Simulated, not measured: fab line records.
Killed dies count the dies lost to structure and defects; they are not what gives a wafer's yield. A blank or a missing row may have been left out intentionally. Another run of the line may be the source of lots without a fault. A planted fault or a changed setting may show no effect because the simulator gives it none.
fab line records	flow nand-harc
record: lots: 12	wafers: 36	last-day: 33
route steps=1302 shown P_ZERO_WELL@31 P_STI@109 P_GATE@151 END@1302
lots that met no fault: from a run of the same line without faults
start-h: start of the lot's first displayed wafer, in hours after the record's first day	wait-h: hours from the lot's prior step to this one	" repeats the value in the row above	L1.1+2: a single row standing in for several wafers	- no value, or no start was given	* or withheld: withheld	< > ~ a bound
route shown NAME@n: names a module that has steps shown in the file, with the first one's number in the route	usual: mean and standard deviation over wafers with no fault	same: alike in all rows	chamber/n: place in a boat	sites: each site's reading	_std_site: their standard deviation	_edge_site: the outer-site mean with the inner-site mean subtracted	radius-mm: how far each site lies from the wafer's centre	mask NAME#n: copy n	behind: the last tool/chamber to shape the wafer	hold: cause of the lot's hold/its duration in hours/its outcome	device: the n, p or np transistor that did not switch	end of line: the same wafers' tests at the end of the route	step lacking rows: just its recipe	killed: at the first sort, the dies lost to defects and structure; wafer yield is something else	map: a wafer's dies, marking killed ones x, the rest . and places with no die _
set.NAME: the setting the step ran with; set.NAME@STEP: the setting that earlier step ran with	model.NAME: the simulator's own value behind a step, which no gauge read
route steps across a sampled set of lots; one table per step, one row per wafer
services: a tool's chamber out of use, with start hour (start-h, from the record's first day; less than 0 if before it), hours out, and reason
== steps ==
step: NHARC_P_ZERO_WELL_DESCUM_26
recipe: time-s: 3	o2-flow-sccm: 200	ar-flow-sccm: 0	bias-power-w: 0	chemistry: O2
usual: drypump-motor-current-A: 5.6/0.37	oes-product-au: 0.996/0.011	rf-vpp-V: 57.9/0.89	showerhead-plenum-p-Torr: 1.92/0.076	throttle-valve-pct: 11.311/0.0093
lot.wafer	tool	chamber	start-h	wait-h	drypump-motor-current-A	oes-product-au	rf-hours-counter-h	rf-vpp-V	showerhead-plenum-p-Torr	throttle-valve-pct
L307.4	rie-diel-03	2	23.38	-	5.9	0.985	27	59.6	2.00	11.305
L307.3	"	1	"	"	5.1	0.990	24	58.0	1.86	11.312
L307.6	"	3	"	"	5.9	0.976	-	57.2	1.84	11.288
L308.4	rie-diel-13	3	32.61	-	5.5	1.000	16	57.1	1.97	11.322
L308.2	"	1	"	"	5.9	0.979	17	57.7	1.90	11.317
L308.5	"	0	"	"	5.3	0.995	-	57.3	1.97	11.306
L309.1	rie-diel-03	2	42.73	-	5.8	0.996	36	57.8	1.99	11.314
L309.4	"	3	"	"	5.9	0.983	35	56.6	1.84	11.299
L309.5	"	0	"	"	5.9	0.993	-	57.8	1.88	11.341
L314.1	rie-diel-11	0	93.04	-	6.2	1.008	1	57.0	1.80	11.308
L314.4	"	2	"	"	6.1	0.975	1	55.9	1.91	11.325
L314.6	"	1	"	"	5.5	1.012	-	57.4	2.06	11.308
L319.2	rie-diel-13	0	142.63	-	5.3	1.002	55	58.1	1.95	11.299
L319.6	"	0	"	"	5.3	0.986	-	59.0	1.95	11.309
L319.5	"	1	"	"	5.9	0.996	-	57.0	1.89	11.303
L321.2	rie-diel-11	1	162.76	-	5.5	1.009	27	59.2	2.05	11.305
L321.1	"	2	"	"	6.1	0.992	21	57.6	1.91	11.308
L321.4	"	3	"	"	5.1	0.996	19	57.7	1.85	11.307
L323.1	rie-diel-11	1	182.81	-	5.5	0.999	34	57.8	2.05	11.312
L323.3	"	2	"	"	6.1	0.983	28	58.1	1.90	11.314
L323.5	"	1	"	"	5.5	0.991	-	57.7	2.05	11.316
L324.4	rie-diel-13	0	192.84	-	5.3	0.995	6	58.8	1.95	11.316
L324.3	"	3	"	"	5.5	0.995	7	59.7	1.95	11.315
L324.6	"	1	"	"	5.9	0.983	-	58.0	1.88	11.299
L326.4	rie-diel-03	1	212.69	-	5.1	0.991	29	56.8	1.85	11.315
L326.5	"	3	"	"	5.9	0.969	-	57.7	1.82	11.320
L326.6	"	0	"	"	5.9	1.009	-	57.0	1.86	11.312
L327.4	rie-diel-03	1	222.81	-	5.1	0.998	32	57.8	1.84	11.313
L327.3	"	2	"	"	5.8	1.009	31	57.7	1.98	11.318
L327.2	"	0	"	"	5.9	1.000	29	58.3	1.86	11.321
L329.4	rie-diel-13	3	242.78	-	5.5	1.007	26	57.1	1.94	11.322
L329.6	"	0	"	"	5.3	0.992	-	57.7	1.94	11.322
L329.5	"	1	"	"	5.9	0.994	-	58.1	1.88	11.310
L330.4	rie-diel-13	3	252.49	-	5.5	1.004	29	58.3	1.94	11.316
L330.2	"	0	"	"	5.3	0.993	27	59.1	1.94	11.309
L330.6	"	0	"	"	5.3	0.995	-	56.2	1.94	11.311
step: NHARC_P_ZERO_WELL_EXPOSE_49
recipe: na: 0.6	target-cd-nm: 2000	dose-mj: 22.64	mask-id: P_HVPW
lot.wafer	tool	chamber	start-h	wait-h	mask
L307.3+4+6	krf-scanner-04	0	26.40	-	P_HVPW#0
L308.2+4+5	krf-scanner-04	0	35.45	-	P_HVPW#0
L309.1+4+5	krf-scanner-02	0	45.66	-	P_NWELL#0
L314.1+4+6	krf-scanner-04	0	96.01	-	P_HVPW#0
L319.2+5+6	krf-scanner-04	0	145.60	-	P_HVPW#0
L321.1+2+4	krf-scanner-01	0	165.82	-	P_HVPW#0
L323.1+3+5	krf-scanner-01	0	185.65	-	P_HVPW#0
L324.3+4+6	krf-scanner-02	0	195.82	-	P_HVPW#0
L326.4+5+6	krf-scanner-02	0	215.68	-	P_HVPW#0
L327.2+3+4	krf-scanner-02	0	225.81	-	P_HVPW#0
L329.4+5+6	krf-scanner-02	0	245.73	-	P_HVPW#0
L330.2+4+6	krf-scanner-04	0	255.48	-	P_HVPW#0
step: NHARC_P_ZERO_WELL_CD_MEAS_52
recipe: target-cd-nm: 2000	landing-energy-ev: 500
usual: cd-nm: 2000.1/1.8
lot.wafer	tool	chamber	start-h	wait-h	cd-nm
L307.3	cd-sem-01	0	26.55	-	2001.4
L307.4	"	0	"	"	1998.0
L307.6	"	0	"	"	2000.2
L308.2	cd-sem-02	0	35.61	-	2002.4
L308.4	"	0	"	"	1999.7
L308.5	"	0	"	"	2000.9
L309.1	cd-sem-02	0	45.82	-	-
L309.4	"	0	"	"	-
L309.5	"	0	"	"	-
L314.1	cd-sem-01	0	96.17	-	2000.0
L314.4	"	0	"	"	2001.8
L314.6	"	0	"	"	2002.1
L319.2	cd-sem-02	0	145.75	-	1997.0
L319.5	"	0	"	"	1999.3
L319.6	"	0	"	"	2000.3
L321.1	cd-sem-03	0	165.98	-	1999.4
L321.2	"	0	"	"	2002.3
L321.4	"	0	"	"	1997.8
L323.1	cd-sem-02	0	185.81	-	1997.0
L323.3	"	0	"	"	1998.9
L323.5	"	0	"	"	1998.2
L324.3	cd-sem-02	0	195.97	-	2003.3
L324.4	"	0	"	"	1999.8
L324.6	"	0	"	"	1998.8
L326.4	cd-sem-01	0	215.83	-	2001.3
L326.5	"	0	"	"	2001.6
L326.6	"	0	"	"	2002.9
L327.2	cd-sem-03	0	225.96	-	1999.2
L327.3	"	0	"	"	1998.6
L327.4	"	0	"	"	1999.2
L329.4	cd-sem-03	0	245.88	-	2001.7
L329.5	"	0	"	"	1999.7
L329.6	"	0	"	"	1997.9
L330.2	cd-sem-03	0	255.63	-	1999.6
L330.4	"	0	"	"	1999.3
L330.6	"	0	"	"	2000.2
step: NHARC_P_STI_INSPECT_25
usual: raw-defect-count: 214/65
lot.wafer	tool	chamber	start-h	wait-h	raw-defect-count
L308.2	defect-inspect-01	-	78.52	0.4	171
L308.4	"	-	"	"	163
L308.5	"	-	"	"	166
L307.3	defect-inspect-02	-	78.52	0.4	143
L307.4	"	-	"	"	79
L307.6	"	-	"	"	250
L314.1	defect-inspect-01	-	143.48	0.4	230
L314.4	"	-	"	"	297
L314.6	"	-	"	"	351
L319.2	defect-inspect-02	-	193.34	0.4	298
L319.5	"	-	"	"	258
L319.6	"	-	"	"	323
L321.1	defect-inspect-01	-	217.14	0.4	192
L321.2	"	-	"	"	208
L321.4	"	-	"	"	140
L323.1	defect-inspect-01	-	231.53	0.4	191
L323.3	"	-	"	"	149
L323.5	"	-	"	"	152
L324.3	defect-inspect-02	-	238.60	0.4	153
L324.4	"	-	"	"	157
L324.6	"	-	"	"	211
L326.4	defect-inspect-02	-	264.76	0.4	202
L326.5	"	-	"	"	191
L326.6	"	-	"	"	108
L327.2	defect-inspect-01	-	270.61	0.4	150
L327.3	"	-	"	"	322
L327.4	"	-	"	"	227
L329.4	defect-inspect-01	-	298.71	0.4	255
L329.5	"	-	"	"	250
L329.6	"	-	"	"	193
L330.2	defect-inspect-01	-	304.08	0.4	230
L330.4	"	-	"	"	198
L330.6	"	-	"	"	267
step: NHARC_P_GATE_CD_MEAS_33
usual: cd-nm: 120.1/2.5
lot.wafer	tool	chamber	start-h	wait-h	cd-nm
L308.2	cd-sem-02	-	102.73	-	120.5
L308.4	"	-	"	"	118.2
L308.5	"	-	"	"	119.4
L307.3	cd-sem-02	-	103.38	-	118.4
L307.4	"	-	"	"	119.8
L307.6	"	-	"	"	119.4
L314.1	cd-sem-02	-	168.12	-	121.2
L314.4	"	-	"	"	122.3
L314.6	"	-	"	"	118.6
L319.2	cd-sem-02	-	222.18	-	118.8
L319.5	"	-	"	"	119.6
L319.6	"	-	"	"	121.8
L321.1	cd-sem-01	-	248.01	-	119.6
L321.2	"	-	"	"	120.0
L321.4	"	-	"	"	118.9
L323.1	cd-sem-02	-	259.01	-	117.4
L323.3	"	-	"	"	115.1
L323.5	"	-	"	"	121.7
L324.3	cd-sem-03	-	263.87	-	117.9
L324.4	"	-	"	"	125.6
L324.6	"	-	"	"	118.1
L326.4	cd-sem-03	-	291.17	-	118.7
L326.5	"	-	"	"	119.7
L326.6	"	-	"	"	126.2
L327.2	cd-sem-02	-	298.15	-	121.5
L327.3	"	-	"	"	116.4
L327.4	"	-	"	"	124.5
L329.4	cd-sem-01	-	325.04	-	120.7
L329.5	"	-	"	"	121.5
L329.6	"	-	"	"	121.0
L330.2	cd-sem-03	-	325.65	-	118.6
L330.4	"	-	"	"	118.9
L330.6	"	-	"	"	118.9
step: NHARC_END_SORT_01
recipe: temp-c: 25
usual: killed-at-array: 56/18	killed-at-other: 1.4/1.5	killed-at-periphery: 4/3.1	killed-dies: 61/19	killed-open: 3.5/1.8	killed-short: 2.4/1.4
same: gross-dies: 677
lot.wafer	tool	chamber	start-h	wait-h	hold	killed-at-array	killed-at-other	killed-at-periphery	killed-dies	killed-open	killed-short
L309.1	prober-01	0	592.95	2.5	await-dispo/1.6h/scrap	60	2	615	677	3	1
L309.4	prober-01	0	595.32	3.4	await-dispo/1.6h/scrap	54	3	620	677	7	1
L309.5	prober-01	0	596.12	3.7	await-dispo/1.6h/scrap	54	1	622	677	3	2
L324.3	prober-02	0	716.00	3.1	-	56	2	1	59	5	1
L324.4	prober-02	0	716.80	3.4	-	48	4	3	55	7	1
L324.6	prober-02	0	718.40	4.0	-	46	2	4	52	4	2
L326.4	prober-01	0	764.15	3.4	-	34	0	3	37	5	0
L326.5	prober-01	0	764.96	3.7	-	35	0	2	37	2	2
L326.6	prober-01	0	765.77	4.1	-	28	0	2	30	2	2
killed by level:class
L309.1 P_ZERO_WELL:area-expose=609 A_CHANNEL_HOLE_D2:chamber-film-flake=42 P_M2:chamber-film-flake=5 A_CONTACT:chamber-film-flake=4 A_SGD_CUT:chamber-film-flake=3 A_M0:geometric-particle:open=2 A_CHANNEL_HOLE_D1:chamber-film-flake=2 A_WL_FILL:chamber-film-flake=2
L309.4 P_ZERO_WELL:area-expose=615 A_CHANNEL_HOLE_D2:chamber-film-flake=35 A_CONTACT:chamber-film-flake=4 A_ONON_D2:geometric-particle:open=3 A_BONDPAD:chamber-film-flake=3 THIN_TSV:chamber-film-flake=3 P_CONTACT:geometric-particle:open=2 A_M0:geometric-particle:open=2
L309.5 P_ZERO_WELL:area-expose=614 A_CHANNEL_HOLE_D2:chamber-film-flake=30 P_M2:chamber-film-flake=6 A_CHANNEL_HOLE_D1:chamber-film-flake=6 A_CONTACT:chamber-film-flake=4 A_WL_FILL:chamber-film-flake=3 A_DECK1_JOINT:chamber-film-flake=2 A_SGD_CUT:chamber-film-flake=2
L324.3 A_CHANNEL_HOLE_D1:chamber-film-flake=36 A_CONTACT:chamber-film-flake=7 A_SLIT:chamber-film-flake=3 A_STAIRCASE:chamber-film-flake=2 THIN_TSV:chamber-film-flake=2 A_ONON_D1:geometric-particle:open=1 A_CHANNEL_HOLE_D1:geometric-particle:open=1 A_CHANNEL_FILL_D1:geometric-particle:open=1
L324.4 A_CHANNEL_HOLE_D1:chamber-film-flake=30 A_CONTACT:chamber-film-flake=8 THIN_TSV:chamber-film-flake=4 A_STAIRCASE:chamber-film-flake=2 A_SLIT:chamber-film-flake=2 P_GATE:geometric-particle:open=1 P_CONTACT:geometric-particle:open=1 P_M1:geometric-particle:open=1
L324.6 A_CHANNEL_HOLE_D1:chamber-film-flake=33 A_SLIT:chamber-film-flake=6 A_CONTACT:chamber-film-flake=3 P_M1:geometric-particle:open=2 THIN_TSV:chamber-film-flake=2 P_CONTACT:geometric-particle:open=1 P_M2:geometric-particle:open=1 A_ONON_D2:geometric-particle:short=1
L326.4 A_CHANNEL_HOLE_D1:chamber-film-flake=14 A_SLIT:chamber-film-flake=7 A_STAIRCASE:chamber-film-flake=3 A_M0:geometric-particle:open=2 P_STI:chamber-film-flake=2 A_CONTACT:chamber-film-flake=2 P_M0:geometric-particle:open=1 A_SOURCE_PLATE:geometric-particle:open=1
L326.5 A_CHANNEL_HOLE_D1:chamber-film-flake=16 A_SLIT:chamber-film-flake=4 A_CHANNEL_FILL_D1:chamber-film-flake=3 A_CHANNEL_HOLE_D2:chamber-film-flake=2 A_CONTACT:chamber-film-flake=2 P_GATE:geometric-particle:open=1 A_ONON_D2:geometric-particle:short=1 A_ONON_D2:geometric-particle:open=1
L326.6 A_CHANNEL_HOLE_D1:chamber-film-flake=10 A_SLIT:chamber-film-flake=5 A_BONDPAD:chamber-film-flake=3 A_ONON_D1:geometric-particle:short=2 P_STI:chamber-film-flake=2 A_CHANNEL_FILL_D1:chamber-film-flake=2 A_DECK1_JOINT:geometric-particle:open=1 A_CHANNEL_FILL_D2:geometric-particle:open=1
== services ==
tool	chamber	start-h	hours	kind
rie-diel-13	2	4.21	23.3	repair
krf-scanner-04	-	10.00	4.0	pm
rie-diel-03	1	38.90	2.5	repair
krf-scanner-02	-	63.47	0.2	repair
krf-scanner-02	-	64.73	0.5	repair
rie-diel-13	-	79.83	2.3	repair
rie-diel-11	-	80.04	9.0	pm
rie-diel-03	2	88.46	4.8	repair
krf-scanner-02	-	94.00	4.0	pm
rie-diel-03	-	104.38	9.0	pm
rie-diel-03	0	119.51	4.2	repair
rie-diel-11	-	143.45	1.7	repair
rie-diel-11	-	164.37	0.3	repair
rie-diel-03	2	166.22	3.8	repair
rie-diel-13	-	166.85	9.0	pm
rie-diel-03	-	176.25	0.3	repair
krf-scanner-04	-	182.00	4.0	pm
rie-diel-11	1	184.70	14.5	repair
krf-scanner-02	-	187.31	1.5	repair
rie-diel-03	-	194.11	12.6	repair
rie-diel-11	2	222.94	2.6	repair
rie-diel-13	-	228.64	1.2	repair
rie-diel-11	3	235.38	1.8	repair
krf-scanner-04	-	242.70	1.2	repair
== key ==
first-sign: step: NHARC_P_ZERO_WELL_EXPOSE_49	reading: mask	direction: changed
effect: step: NHARC_P_ZERO_WELL_CD_MEAS_52	reading: cd-nm	direction: missing
effect: step: NHARC_END_SORT_01	reading: killed-at-periphery	direction: up	sigmas: 99+	usual: 4	struck: 619
more-kills-born-at: NHARC_P_ZERO_WELL_EXPOSE_49@krf-scanner-02: 1838
met-at NHARC_P_ZERO_WELL_EXPOSE_49
struck-lots L309
later-rows-left-out L309.1,L309.4,L309.5
tester-left-out L309
not-acting-at NHARC_P_ZERO_WELL_DESCUM_26,NHARC_P_STI_INSPECT_25,NHARC_P_GATE_CD_MEAS_33
fault: kind: wrong-mask	tool: any	chamber: -	onset-h: 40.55	steps: NHARC_P_ZERO_WELL_EXPOSE_49	aux-copy: P_NWELL#0	scope: struck-lots-only
tester-left-out: of these lots the tester's yield and bins aren't shown, on N5 and GAA mostly nor the transistor test; their killed dies are dies lost to structure and defects alone, not to doping, threshold or leakage, so they don't give the yield
later-rows-left-out: the simulator's readings of these wafers behind a module that went badly wrong aren't trusted and aren't shown, but for the sort
